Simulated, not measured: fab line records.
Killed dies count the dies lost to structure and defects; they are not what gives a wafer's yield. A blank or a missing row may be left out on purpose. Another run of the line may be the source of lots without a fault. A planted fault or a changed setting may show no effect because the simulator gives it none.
fab line records	flow n5Finfet
record lots=7	wafers=21
route steps=1938 shown SD_EPI_N@288 SD_EPI_P@321 SD_ACTIVATION@330 SDB@350 GATE_CUT@510 MOL_CONTACT_COAG@563 BEOL_M0_SAQP@676
startH: hours from the record's opening day to when the first of the lot's shown wafers began	waitH: how many hours have passed since the lot's step before this one	" as in the row above	L1.1+2: a single row standing in for several wafers	- no value, or no start was given	* or withheld: withheld	< > ~ a bound
route shown NAME@n: a module of which the file shows steps, and the number in the route of the first	usual: average and standard deviation across the fault-free wafers	same: alike in all rows	chamber/n: place in a boat	sites: per-site readings	_std_site: standard deviation across them	_edge_site: mean of outer sites minus mean of inner sites	radiusMm: how far each site lies from the wafer's centre	mask NAME#n: copy n	behind: the tool/chamber that last shaped the wafer	hold: reason for holding the lot/hours on hold/outcome of the hold	device: transistor that didn't switch, given as n, p or np	end of line: the route-end tests of the same wafers	for a step that has no rows: nothing shown but its recipe	killed: the dies lost at the first sort to structure and to defects; this is not the yield of the wafer	map: shows each die of a wafer: x if killed, . if not, _ if none is there
set.NAME: the setting the step ran with; set.NAME@STEP: the setting that earlier step ran with	model.NAME: the simulator's own value behind a step, which no gauge read
lots run with intentionally changed settings; tables by step, rows by wafer
## steps
# step N5_SD_EPI_N_EPI_21
# recipe material=Si:P	dopant=P	tempC=680	pressureTorr=255	timeS=690
lot.wafer	tool	chamber	startH	waitH	set.epiGrowthTimeS	model.Si-P_of_SD_EPI_N_EPI_21.thkNm
L078.1+3	epiRpcvd-03	0	78.16	0.3	690	59.4
L078.2	"	0	"	"	690	58.2
L079.1	epiRpcvd-02	0	81.92	0.1	708.4	61.4
L079.3	"	0	"	"	690	60
L079.4	"	0	"	"	690	61.2
L081.2	epiRpcvd-02	0	91.67	0.4	640.6	55.8
L081.5	"	0	"	"	640.6	55.6
L081.6	"	0	"	"	690	58.8
L085.2+4	epiRpcvd-03	0	121.94	0.5	690	58.2
L085.6	"	0	123.43	1.9	690	57.8
L087.1	epiRpcvd-02	0	129.20	0.1	743.4	62.4
L087.2	"	0	"	"	690	57.8
L087.4	"	0	"	"	743.4	62
L091.1	epiRpcvd-02	0	151.73	0.1	690	59
L091.2	"	0	"	"	645.8	56.4
L091.4	"	0	"	"	690	58.8
L097.1+4	epiRpcvd-02	0	187.19	0.1	690	58.4
L097.2	"	0	"	"	690	59
# step N5_SD_EPI_N_PRECLEAN_24
# recipe chemistry=O3/DIW	timeS=60	tempC=22	o3Ppm=10
# step N5_SD_EPI_P_EPI_21
# recipe material=SiGe:B	dopant=B	tempC=550	pressureTorr=20	ambient=H2	timeS=355
# step N5_SD_EPI_P_HM_STRIP_48
# recipe chemistry=H3PO4	tempC=160	material=SiNx	target=SiNx	targetDepthA=30	overetchFraction=0.3
lot.wafer	tool	chamber	startH	waitH	set.epiGrowthTimeS@SD_EPI_N_EPI_21	model.Si-P_of_SD_EPI_N_EPI_21.thkNm
L078.1+3	wetBench-04	0,1	86.70	0.0	690	58.8
L078.2	"	6	"	"	690	57.6
L079.1	wetBench-06	2	88.28	0.0	708.4	60.8
L079.3	"	1	"	"	690	59.2
L079.4	"	6	"	"	690	60.4
L081.2	wetBench-01	6	98.30	0.0	640.6	55.2
L081.5	"	0	"	"	640.6	55
L081.6	"	4	"	"	690	58.2
L085.2+4	wetBench-01	4,0	128.36	0.0	690	57.6
L085.6	"	7	"	"	690	57.2
L087.1	wetBench-06	7	135.61	0.0	743.4	61.6
L087.2	"	4	"	"	690	57.2
L087.4	"	3	"	"	743.4	61.4
L091.1	wetBench-04	6	158.08	0.0	690	58.2
L091.2	"	0	"	"	645.8	55.8
L091.4	"	2	"	"	690	58
L097.1+4	wetBench-04	4,1	193.42	0.0	690	57.8
L097.2	"	0	"	"	690	58.2
# step N5_SD_EPI_P_SRD_49
# recipe dry=ipaMarangoni	timeS=30	tempC=23	rinseLiquid=diw
# step N5_SD_EPI_P_PRECLEAN_24
# recipe chemistry=O3/DIW	timeS=45	tempC=22	o3Ppm=10
# step N5_SD_ACTIVATION_RTA_00
# recipe tempC=975	timeS=0	ambient=N2	idleTempC=600	rampUpCPerS=150	rampDownCPerS=60	coolToC=600
# step N5_SD_ACTIVATION_LSA_01
# recipe tempC=1080	timeS=0.0008	ambient=N2
# step N5_SD_ACTIVATION_RS_MEAS_03
# recipe thkMeasGauge=four-point-probe
# usual RS_SD_N=21.95/0.27	RS_SD_P=55.9/0.94
lot.wafer	tool	chamber	startH	waitH	set.epiGrowthTimeS@SD_EPI_N_EPI_21	RS_SD_N[ohm/sq]	RS_SD_P[ohm/sq]
L078.1	filmMetro-01	-	87.39	0.2	690	21.63	54.9
L078.2	"	-	"	"	690	22.24	55.3
L078.3	"	-	"	"	690	21.82	54.4
L079.1	filmMetro-02	-	88.85	0.2	708.4	20.83	56.8
L079.3	"	-	"	"	690	21.28	57.0
L079.4	"	-	"	"	690	21.21	57.2
L081.2	filmMetro-02	-	99.01	0.2	640.6	23.27	55.5
L081.5	"	-	"	"	640.6	23.19	55.0
L081.6	"	-	"	"	690	22.10	55.4
L085.2	filmMetro-01	-	128.95	0.2	690	22.05	56.3
L085.4	"	-	"	"	690	21.93	56.2
L085.6	"	-	"	"	690	22.34	56.7
L087.1	filmMetro-01	-	136.18	0.2	743.4	20.62	56.3
L087.2	"	-	"	"	690	22.57	56.0
L087.4	"	-	"	"	743.4	20.91	56.6
L091.1	filmMetro-02	-	158.67	0.2	690	21.72	58.1
L091.2	"	-	"	"	645.8	22.72	57.2
L091.4	"	-	"	"	690	21.95	58.4
L097.1	filmMetro-01	-	194.07	0.2	690	22.05	55.8
L097.2	"	-	"	"	690	21.83	55.2
L097.4	"	-	"	"	690	22.30	55.8
# step N5_SDB_COAT_05
# recipe resist=CAR-ArF	spinRpm=1500	resistThkNm=90
lot.wafer	tool	chamber	startH	waitH	set.spinRpm	model.CAR-ArF_of_SDB_COAT_05.thkNm
L078.1	lithoTrack-01	0	-	-	1412	93
L078.2	"	0	"	"	1500	89.8
L078.3	"	0	"	"	1412	92.6
L079.1+3	lithoTrack-03	0	-	-	1342	95.2
L079.4	"	0	"	"	1500	89.8
L081.2	lithoTrack-01	0	-	-	1500	90
L081.5+6	"	0	"	"	1500	90.2
L085.2	lithoTrack-03	0	-	-	1575	88
L085.4	"	0	"	"	1575	87.8
L085.6	"	0	"	"	1500	90
L087.1+2	lithoTrack-03	0	-	-	1500	90.2
L087.4	"	0	"	"	1563	88.4
L091.1	lithoTrack-01	0	-	-	1568	88
L091.2	"	0	"	"	1568	87.8
L091.4	"	0	"	"	1500	89.8
L097.1+2	lithoTrack-03	0	-	-	1500	90
L097.4	"	0	"	"	1500	89.8
# step N5_SDB_EBR_07
# recipe solvent=PGMEA	ebrWidthMm=1.5
# step N5_SDB_SOFTBAKE_06
# recipe tempC=110	timeS=60	resist=CAR-ArF
# step N5_SDB_EXPOSE_08
# recipe maskId=SDB	na=1.35	sourceShape=conventional	sigmaOuter=0.5	polarization=unpolarized	doseMj=49.6
# step N5_SDB_PEB_09
# recipe pebTempC=withheld	pebTimeS=60	resist=CAR-ArF
# step N5_SDB_DEVELOP_10
# recipe developTimeS=30	developer=TMAH	resist=CAR-ArF	rinseLiquid=diw	dry=airSpin	devTempC=23
lot.wafer	tool	chamber	startH	waitH	set.spinRpm@SDB_COAT_05	model.CAR-ArF_of_SDB_COAT_05.thkNm
L078.1	lithoTrack-03	0	-	-	1412	91.2
L078.2	"	0	"	"	1500	88
L078.3	"	0	"	"	1412	91
L079.1+3	lithoTrack-02	0	-	-	1342	93.4
L079.4	"	0	"	"	1500	88
L081.2	lithoTrack-02	0	-	-	1500	88.2
L081.5	"	0	"	"	1500	88.6
L081.6	"	0	"	"	1500	88.4
L085.2	lithoTrack-03	0	-	-	1575	86.2
L085.4	"	0	"	"	1575	86
L085.6	"	0	"	"	1500	88.4
L087.1+2	lithoTrack-03	0	-	-	1500	88.4
L087.4	"	0	"	"	1563	86.6
L091.1+2	lithoTrack-01	0	-	-	1568	86.2
L091.4	"	0	"	"	1500	88
L097.1+2	lithoTrack-03	0	-	-	1500	88.4
L097.4	"	0	"	"	1500	88.2
# step N5_SDB_ETCH_18
# recipe chemistry=N2/H2	target=SOC	targetDepthA=1000	overetchA=200	maskMaterial=SiARC	tempC=40	timeS=150	ionEnergyEv=200	pressureMtorr=30	sourceW=840	biasW=150	n2FlowSccm=200	h2FlowSccm=200
lot.wafer	tool	chamber	startH	waitH	set.timeS	model.etch.depthNm	model.SiARC_of_SDB_COAT_04.thkNm
L078.1	rieDiel-02	1	94.98	0.0	150	99.51	12.8
L078.2	"	3	"	"	127.8	98.93	13.8
L078.3	"	2	"	"	127.8	99.2	13.4
L079.1	rieDiel-04	3	96.97	0.0	150	99.91	12.6
L079.3	"	1	"	"	117.9	94.23	13.8
L079.4	"	2	"	"	117.9	95.95	13.8
L081.2	rieDiel-02	2	106.62	0.0	150	100.1	12.8
L081.5	"	3	"	"	119.6	91.25	14.2
L081.6	"	0	"	"	150	100.2	12.8
L085.2	rieDiel-04	1	136.25	0.0	150	100.3	12.8
L085.4	"	3	"	"	150	99.98	12.8
L085.6	"	3	"	"	150	100.1	12.6
L087.1	rieDiel-04	3	143.73	0.0	172.5	99.93	12
L087.2	"	1	"	"	172.5	99.71	12
L087.4	"	3	"	"	172.5	99.87	12
L091.1	rieDiel-06	2	165.78	0.0	150	99.75	12.8
L091.2	"	3	"	"	150	100.2	12.6
L091.4	"	2	"	"	150	99.9	13
L097.1	rieDiel-06	2	203.38	0.0	150	100.6	12.8
L097.2	"	0	"	"	150	100.5	12.8
L097.4	"	3	"	"	150	100.4	12.6
# step N5_SDB_ETCH_25
# recipe chemistry=C4F6/O2	target=SiO2	targetDepthA=100	timeS=3.3	ionEnergyEv=250	maskMaterial=SiNx	pressureMtorr=30	sourceW=345	biasW=185	Ar_flow_sccm=300	C4F6_flow_sccm=10	O2_flow_sccm=10
lot.wafer	tool	chamber	startH	waitH	set.timeS	model.etch.depthNm
L078.1	rieDiel-04	3	95.44	0.0	3.3	10.02
L078.2	"	0	"	"	3.3	9.786
L078.3	"	1	"	"	3.3	9.816
L079.1	rieDiel-02	3	97.58	0.2	3.5	10.35
L079.3	"	1	"	"	3.3	10.01
L079.4	"	3	"	"	3.5	10.33
L081.2	rieDiel-04	1	107.60	0.5	3.926	11.65
L081.5	"	1	"	"	3.3	9.842
L081.6	"	2	"	"	3.3	10.17
L085.2	rieDiel-02	3	136.96	0.3	3.3	9.818
L085.4	"	0	"	"	3.947	12.39
L085.6	"	3	"	"	3.3	9.811
L087.1	rieDiel-04	3	144.18	0.0	3.743	11.69
L087.2	"	1	"	"	3.743	11.4
L087.4	"	1	"	"	3.3	9.996
L091.1	rieDiel-04	3	166.24	0.0	3.3	10.07
L091.2	"	2	"	"	3.089	9.394
L091.4	"	3	"	"	3.3	10.08
L097.1+4	rieDiel-06	1,0	204.09	0.2	3.3	10.02
L097.2	"	3	"	"	3.3	10.13
# step N5_GATE_CUT_ALD_22
# recipe material=SiNx	targetThkA=160	tempC=400	aldPrecursorFamily=SiH2I2	aldCoReactant=N2/H2-plasma	pulseTimeS=1	aldCycles=320	purgeTimeS=2	coReactantPurgeTimeS=2	pressureTorr=2
lot.wafer	tool	chamber	startH	waitH	set.aldCycles	model.SiNx_of_GATE_CUT_ALD_22.thkNm
L078.1	aldSin-02	1	114.10	0.0	294	14.8
L078.2	"	2	"	"	320	16
L078.3	"	3	"	"	294	14.6
L079.1+3+4	aldSin-02	3,2,1	116.43	0.0	320	16
L081.2+5	aldSin-01	2,0	125.60	0.0	320	16
L081.6	"	2	"	"	373	18.6
L085.2+4+6	aldSin-01	1,2,3	154.86	0.0	320	16
L087.1	aldSin-02	3	161.80	0.0	359	18
L087.2+4	"	2,1	"	"	320	16
L091.1+4	aldSin-01	0,1	186.34	0.3	271	13.6
L091.2	"	3	"	"	320	16
L097.1+2	aldSin-04	3,0	223.54	0.0	320	16.2
L097.4	"	1	"	"	320	16
# step N5_MOL_CONTACT_COAG_PECVD_31
# recipe material=SiO2	targetThkA=460	tempC=400	precursor=TEOS/O2	pressureTorr=6.5	rfW=withheld	teosFlowSccm=withheld	gas=O2	flowSccm=2650	timeS=8.9
lot.wafer	tool	chamber	startH	waitH	set.tempC	model.SiO2_of_MOL_CONTACT_COAG_PECVD_31.thkNm
L078.1	pecvd-02	0	127.30	0.3	400	45.8
L078.2+3	"	2,1	"	"	400	45.6
L079.1	pecvd-03	0	132.44	0.3	400	45.4
L079.3	"	1	"	"	400	45.6
L079.4	"	0	"	"	400	46.4
L081.2	pecvd-03	0	138.13	0.3	400	46.6
L081.5	"	1	"	"	417.8	41.8
L081.6	"	0	"	"	400	47.2
L085.2	pecvd-03	1	167.41	0.3	400	45.2
L085.4	"	2	"	"	410.5	43.4
L085.6	"	0	"	"	410.5	43.2
L087.1	pecvd-03	2	175.75	0.3	400	46.2
L087.2	"	0	"	"	395.4	48.2
L087.4	"	0	"	"	395.4	48.8
L091.1+2	pecvd-03	0,2	199.90	0.3	400	45.2
L091.4	"	0	"	"	400	46.2
L097.1	pecvd-02	2	236.95	0.3	400	45.6
L097.2	"	0	"	"	400	46
L097.4	"	2	"	"	400	45.8
# step N5_MOL_CONTACT_COAG_COAT_76
# recipe resist=SiARC	tempC=220	timeS=60	spinRpm=1500	resistThkNm=10
lot.wafer	tool	chamber	startH	waitH	set.spinRpm	model.SiARC_of_MOL_CONTACT_COAG_COAT_76.thkNm
L078.1	lithoTrack-05	0	-	-	1556	9.8
L078.2+3	"	0	"	"	1500	10
L079.1	lithoTrack-05	0	-	-	1619	9.6
L079.3+4	"	0	"	"	1500	10
L081.2+6	lithoTrack-01	0	-	-	1500	10
L081.5	"	0	"	"	1388	10.4
L085.2+4+6	lithoTrack-01	0	-	-	1500	10
L087.1+2+4	lithoTrack-01	0	-	-	1500	10
L091.1+4	lithoTrack-03	0	-	-	1500	10
L091.2	"	0	"	"	1604	9.8
L097.1+2+4	lithoTrack-05	0	-	-	1500	10
# step N5_MOL_CONTACT_COAG_COAT_77
# recipe resist=underlayer	tempC=205	timeS=60	spinRpm=1500	resistThkNm=10
# step N5_MOL_CONTACT_COAG_COAT_78
# recipe resist=CAR-EUV	spinRpm=1500	resistThkNm=40
# step N5_MOL_CONTACT_COAG_DESCUM_88
# recipe chemistry=O2	timeS=7	sourcePowerW=50	biasPowerW=20	pressureMtorr=20	rfFrequencyHz=2.712e+07	tempC=40	resist=CAR-EUV	o2FlowSccm=225
# step N5_MOL_CONTACT_COAG_ETCH_89
# recipe chemistry=N2/H2	target=underlayer	targetDepthA=130	maskMaterial=CAR-EUV	timeS=10.4	ionEnergyEv=200	pressureMtorr=30	sourceW=840	biasW=150	n2FlowSccm=200	h2FlowSccm=200	ends=cleared
# step N5_MOL_CONTACT_COAG_ETCH_90
# recipe chemistry=CF4	target=SiARC	targetDepthA=130	maskMaterial=CAR-EUV	timeS=21.7	ionEnergyEv=80	pressureMtorr=40	sourceW=545	biasW=36	Ar_flow_sccm=100	cf4FlowSccm=100	ends=cleared
lot.wafer	tool	chamber	startH	waitH	set.spinRpm@MOL_CONTACT_COAG_COAT_76	model.etch.depthNm
L078.1	rieDiel-02	0	127.85	0.0	1556	9.826
L078.2	"	3	"	"	1500	9.977
L078.3	"	1	"	"	1500	10.01
L079.1	rieDiel-06	0	132.96	0.0	1619	9.599
L079.3	"	2	"	"	1500	9.984
L079.4	"	3	"	"	1500	9.992
L081.2	rieDiel-06	1	138.77	0.0	1500	10.05
L081.5	"	2	"	"	1388	10.43
L081.6	"	3	"	"	1500	10.01
L085.2	rieDiel-06	2	168.07	0.0	1500	10.01
L085.4	"	3	"	"	1500	10
L085.6	"	1	"	"	1500	9.997
L087.1+2	rieDiel-02	3,0	176.39	0.0	1500	10.08
L087.4	"	1	"	"	1500	10.04
L091.1	rieDiel-02	0	202.63	0.0	1500	10.07
L091.2	"	2	"	"	1604	9.765
L091.4	"	3	"	"	1500	10.06
L097.1	rieDiel-02	3	237.51	0.0	1500	9.985
L097.2	"	1	"	"	1500	9.997
L097.4	"	2	"	"	1500	9.968
# step N5_MOL_CONTACT_COAG_ALD_131
# recipe material=SiO2	targetThkA=50	tempC=100	aldPrecursorFamily=BDEAS	aldCoReactant=O2-plasma	pulseTimeS=1	coReactantPulseTimeS=1	purgeTimeS=2	coReactantPurgeTimeS=2	aldCycles=35	pressureTorr=2
# step N5_MOL_CONTACT_COAG_ETCHBACK_132
# recipe chemistry=CHF3	target=SiO2	targetDepthA=100	timeS=6.7	ionEnergyEv=200	pressureMtorr=30	sourceW=610	biasW=170	Ar_flow_sccm=200	CHF3_flow_sccm=50
# step N5_MOL_CONTACT_COAG_ETCHBACK_135
# recipe chemistry=CHF3	target=SiO2	targetDepthA=250	timeS=16.7	ionEnergyEv=200	pressureMtorr=30	sourceW=610	biasW=170	Ar_flow_sccm=200	CHF3_flow_sccm=50
# step N5_MOL_CONTACT_COAG_STRIP_118
# recipe chemistry=CHF3	resist=SiARC	rfFrequencyHz=6e+07
# step N5_MOL_CONTACT_COAG_VIA_ETCH_46
# recipe chemistry=C4F6/O2	targetDepthA=460	overetchA=92	maskMaterial=SOC	target=SiO2	biasW=455	pressureMtorr=10	timeS=40	sourceW=325	Ar_flow_sccm=300	C4F6_flow_sccm=10	O2_flow_sccm=10	ionEnergyEv=575.3	ends=endPoint
lot.wafer	tool	chamber	startH	waitH	set.tempC@MOL_CONTACT_COAG_PECVD_31	model.etch.depthNm
L078.1	rieDiel-04	2	128.26	0.0	400	45.76
L078.2	"	1	"	"	400	45.61
L078.3	"	0	"	"	400	45.62
L079.1	rieDiel-06	1	133.38	0.0	400	45.47
L079.3	"	0	"	"	400	45.62
L079.4	"	2	"	"	400	46.33
L081.2	rieDiel-02	1	139.21	0.0	400	46.53
L081.5	"	0	"	"	417.8	41.81
L081.6	"	1	"	"	400	47.22
L085.2	rieDiel-04	3	168.49	0.0	400	45.23
L085.4	"	0	"	"	410.5	43.48
L085.6	"	3	"	"	410.5	43.29
L087.1	rieDiel-06	3	176.81	0.0	400	46.13
L087.2	"	2	"	"	395.4	48.15
L087.4	"	0	"	"	395.4	48.8
L091.1	rieDiel-06	3	203.14	0.0	400	45.19
L091.2	"	0	"	"	400	45.1
L091.4	"	1	"	"	400	46.17
L097.1	rieDiel-02	0	238.38	0.0	400	45.69
L097.2	"	3	"	"	400	46.07
L097.4	"	2	"	"	400	45.85
# step N5_MOL_CONTACT_COAG_ETCHBACK_136
# recipe chemistry=CHF3	target=SiO2	targetDepthA=250	timeS=16.7	ionEnergyEv=200	pressureMtorr=30	sourceW=610	biasW=170	Ar_flow_sccm=200	CHF3_flow_sccm=50
lot.wafer	tool	chamber	startH	waitH	set.targetDepthA
L078.1+2	rieDiel-06	2,1	129.94	0.0	267.6
L078.3	"	3	"	"	250
L079.1+4	rieDiel-04	0,1	134.72	0.0	227.7
L079.3	"	3	"	"	250
L081.2+5	rieDiel-06	2	140.55	0.0	250
L081.6	"	3	"	"	268.9
L085.2+4	rieDiel-04	2,0	170.02	0.0	236
L085.6	"	3	"	"	250
L087.1+4	rieDiel-06	3,1	178.16	0.0	270.7
L087.2	"	2	"	"	250
L091.1	rieDiel-06	0	204.64	0.0	229
L091.2+4	"	3,2	"	"	250
L097.1+2+4	rieDiel-02	1,2,0	239.91	0.0	250
# step N5_MOL_CONTACT_COAG_STRIP_120
# recipe chemistry=CHF3	resist=SiARC	rfFrequencyHz=6e+07
# step N5_MOL_CONTACT_COAG_VIA_ETCH_117
# recipe chemistry=C4F6/O2	targetDepthA=400	overetchA=80	maskMaterial=SOC	target=SiO2	biasW=455	pressureMtorr=10	timeS=26	sourceW=325	Ar_flow_sccm=300	C4F6_flow_sccm=10	O2_flow_sccm=10	ionEnergyEv=575.3	ends=endPoint
lot.wafer	tool	chamber	startH	waitH	set.targetDepthA@MOL_CONTACT_COAG_ETCHBACK_136	model.etch.depthNm	model.MOL_CONTACT_COAG.featureDepthNm
L078.1	rieDiel-06	2	129.97	0.0	267.6	38.44	38.4
L078.2	"	1	"	"	267.6	38.31	38.4
L078.3	"	3	"	"	250	39.64	39.6
L079.1	rieDiel-04	0	134.75	0.0	227.7	42.55	42.6
L079.3	"	3	"	"	250	39.68	39.6
L079.4	"	1	"	"	227.7	42.33	42.4
L081.2	rieDiel-06	2	140.58	0.0	250	40.39	40.4
L081.5	"	2	"	"	250	40.23	40.2
L081.6	"	3	"	"	268.9	37.75	37.8
L085.2	rieDiel-04	2	170.06	0.0	236	41.24	41.2
L085.4	"	0	"	"	236	41.56	41.6
L085.6	"	3	"	"	250	39.9	39.8
L087.1	rieDiel-06	3	178.19	0.0	270.7	37.79	37.8
L087.2	"	2	"	"	250	40.3	40.2
L087.4	"	1	"	"	270.7	38.16	38.2
L091.1	rieDiel-06	0	204.67	0.0	229	42.16	42.2
L091.2	"	3	"	"	250	39.72	39.8
L091.4	"	2	"	"	250	40.24	40.2
L097.1	rieDiel-02	1	239.94	0.0	250	40.18	40.2
L097.2	"	2	"	"	250	39.73	39.8
L097.4	"	0	"	"	250	39.62	39.6
# step N5_BEOL_M0_SAQP_SPACER2_ALD_26
# recipe material=SiO2	targetThkA=150	tempC=300	aldPrecursorFamily=BDEAS	aldCoReactant=O2-plasma	pulseTimeS=1	purgeTimeS=2	coReactantPurgeTimeS=2	pressureTorr=2
lot.wafer	tool	chamber	startH	waitH	set.targetThkA	model.SiO2_of_BEOL_M0_SAQP_SPACER2_ALD_26.thkNm
L078.1+2+3	aldSin-03	3,0,2	141.97	1.6	159.6	16
L079.1	aldSin-02	3	144.69	0.3	150	15
L079.3	"	0	"	"	170.2	17
L079.4	"	2	"	"	150	14.8
L081.2+5+6	aldSin-03	3,3,0	150.89	0.1	150	15
L085.2	aldSin-01	1	178.77	0.1	150	15
L085.4+6	"	2,1	"	"	134.3	13.4
L087.1	aldSin-01	2	191.29	1.7	150	15
L087.2+4	"	1,3	"	"	139.8	14
L091.1+2	aldSin-03	0,3	215.92	0.1	144	14.4
L091.4	"	2	"	"	150	15
L097.1+2	aldSin-02	1,0	250.71	0.3	150	15
L097.4	"	2	"	"	150	15.2
## key
split step=N5_SD_EPI_N_EPI_21	setting=epiGrowthTimeS	stated=690	by=wafer
response step=N5_SD_EPI_N_EPI_21	reading=model.Si-P_of_SD_EPI_N_EPI_21.thkNm	change=+0.467	per=1%	r=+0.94
response step=N5_SD_EPI_P_HM_STRIP_48	reading=model.Si-P_of_SD_EPI_N_EPI_21.thkNm	change=+0.457	per=1%	r=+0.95
response step=N5_SD_ACTIVATION_RS_MEAS_03	reading=RS_SD_N	change=-0.181	per=1%	r=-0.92
split step=N5_SDB_COAT_05	setting=spinRpm	stated=1500	by=wafer
response step=N5_SDB_COAT_05	reading=model.CAR-ArF_of_SDB_COAT_05.thkNm	change=-0.485	per=1%	r=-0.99
response step=N5_SDB_DEVELOP_10	reading=model.CAR-ArF_of_SDB_COAT_05.thkNm	change=-0.49	per=1%	r=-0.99
split step=N5_SDB_ETCH_18	setting=timeS	stated=150	by=wafer
response step=N5_SDB_ETCH_18	reading=model.etch.depthNm	change=+0.266	per=1%	r=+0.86
response step=N5_SDB_ETCH_18	reading=model.SiARC_of_SDB_COAT_04.thkNm	change=-0.0606	per=1%	r=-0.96
split step=N5_SDB_ETCH_25	setting=timeS	stated=3.3	by=wafer
response step=N5_SDB_ETCH_25	reading=model.etch.depthNm	change=+0.109	per=1%	r=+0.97
split step=N5_GATE_CUT_ALD_22	setting=aldCycles	stated=320	by=wafer
response step=N5_GATE_CUT_ALD_22	reading=model.SiNx_of_GATE_CUT_ALD_22.thkNm	change=+0.159	per=1%	r=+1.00
split step=N5_MOL_CONTACT_COAG_PECVD_31	setting=tempC	stated=400	by=wafer
response step=N5_MOL_CONTACT_COAG_PECVD_31	reading=model.SiO2_of_MOL_CONTACT_COAG_PECVD_31.thkNm	change=-1.08	per=1%	r=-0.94
response step=N5_MOL_CONTACT_COAG_VIA_ETCH_46	reading=model.etch.depthNm	change=-1.07	per=1%	r=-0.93
split step=N5_MOL_CONTACT_COAG_COAT_76	setting=spinRpm	stated=1500	by=wafer
response step=N5_MOL_CONTACT_COAG_COAT_76	reading=model.SiARC_of_MOL_CONTACT_COAG_COAT_76.thkNm	change=-0.0459	per=1%	r=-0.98
response step=N5_MOL_CONTACT_COAG_ETCH_90	reading=model.etch.depthNm	change=-0.0486	per=1%	r=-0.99
split step=N5_MOL_CONTACT_COAG_ETCHBACK_136	setting=targetDepthA	stated=250	by=wafer
response step=N5_MOL_CONTACT_COAG_VIA_ETCH_117	reading=model.etch.depthNm	change=-0.277	per=1%	r=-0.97
response step=N5_MOL_CONTACT_COAG_VIA_ETCH_117	reading=model.MOL_CONTACT_COAG.featureDepthNm	change=-0.277	per=1%	r=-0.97
split step=N5_BEOL_M0_SAQP_SPACER2_ALD_26	setting=targetThkA	stated=150	by=wafer
response step=N5_BEOL_M0_SAQP_SPACER2_ALD_26	reading=model.SiO2_of_BEOL_M0_SAQP_SPACER2_ALD_26.thkNm	change=+0.154	per=1%	r=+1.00
